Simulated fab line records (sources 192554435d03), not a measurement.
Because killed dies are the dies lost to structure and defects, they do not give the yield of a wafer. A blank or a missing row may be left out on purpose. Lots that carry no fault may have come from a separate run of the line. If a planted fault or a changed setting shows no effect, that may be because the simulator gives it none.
Chamber matching :: flow n5-finfet :: N5_BEOL_M2_PECVD_72 on pecvd-03: 3 sister chambers
The step deposits SiO2 from TEOS/O2, target thk 16 nm, time 18 s. 6 wafers are shown with their chamber, then 8 later ones without.

## WAFERS, EACH WITH ITS CHAMBER
wafer: L464.1
chamber: 1
showerhead-plenum-p-Torr (Torr): 8.80
throttle-valve-pct (%): 22.8

wafer: L464.3
chamber: 2
showerhead-plenum-p-Torr (Torr): 8.73
throttle-valve-pct (%): 22.7

wafer: L464.4
chamber: 2
showerhead-plenum-p-Torr (Torr): 8.72
throttle-valve-pct (%): 22.6

wafer: L465.1
chamber: 1
showerhead-plenum-p-Torr (Torr): 8.82
throttle-valve-pct (%): 23.0

wafer: L465.5
chamber: 0
showerhead-plenum-p-Torr (Torr): 8.78
throttle-valve-pct (%): 22.2

wafer: L466.2
chamber: 0
showerhead-plenum-p-Torr (Torr): 8.79
throttle-valve-pct (%): 22.0

## WAFERS WHOSE CHAMBER IS MISSING
wafer: L466.3
showerhead-plenum-p-Torr (Torr): 8.81
throttle-valve-pct (%): 22.5

wafer: L466.6
showerhead-plenum-p-Torr (Torr): 8.71
throttle-valve-pct (%): 22.5

wafer: L477.1
showerhead-plenum-p-Torr (Torr): 8.80
throttle-valve-pct (%): 22.6

wafer: L477.4
showerhead-plenum-p-Torr (Torr): 8.81
throttle-valve-pct (%): 22.7

wafer: L477.6
showerhead-plenum-p-Torr (Torr): 8.77
throttle-valve-pct (%): 22.5

wafer: L478.1
showerhead-plenum-p-Torr (Torr): 8.77
throttle-valve-pct (%): 22.2

wafer: L478.2
showerhead-plenum-p-Torr (Torr): 8.82
throttle-valve-pct (%): 22.8

wafer: L478.6
showerhead-plenum-p-Torr (Torr): 8.69
throttle-valve-pct (%): 20.8

## WHICH CHAMBER EACH WENT THROUGH
wafer: L466.3
from the rows above: can't be placed: 1 or 0
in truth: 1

wafer: L466.6
from the rows above: 2
in truth: 2

wafer: L477.1
from the rows above: can't be placed: 1 or 0
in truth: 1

wafer: L477.4
from the rows above: 1
in truth: 1

wafer: L477.6
from the rows above: can't be placed: 0 or 2 or 1
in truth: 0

wafer: L478.1
from the rows above: 0
in truth: 0

wafer: L478.2
from the rows above: 1
in truth: 1

wafer: L478.6
from the rows above: can't be placed: 0 or 2
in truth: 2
4 of 8 placed correctly. These rows do not allow placing 4 (true chamber among the candidates in 4). 0 placed wrongly.
How it was worked out, from the rows above alone: a wafer's distance from a chamber is the root of the sum, over the readings, of the square of ((its reading less the chamber's mean) divided by the reading's scatter). The wafer belongs to the nearest chamber; if the next one is less than 2 further off, it can't be placed. The mean given for a chamber averages the wafers shown for that chamber. The scatter: take each reading less its chamber's mean, square it, sum over the shown wafers, divide by the number of wafers less the number of chambers, and take the root.
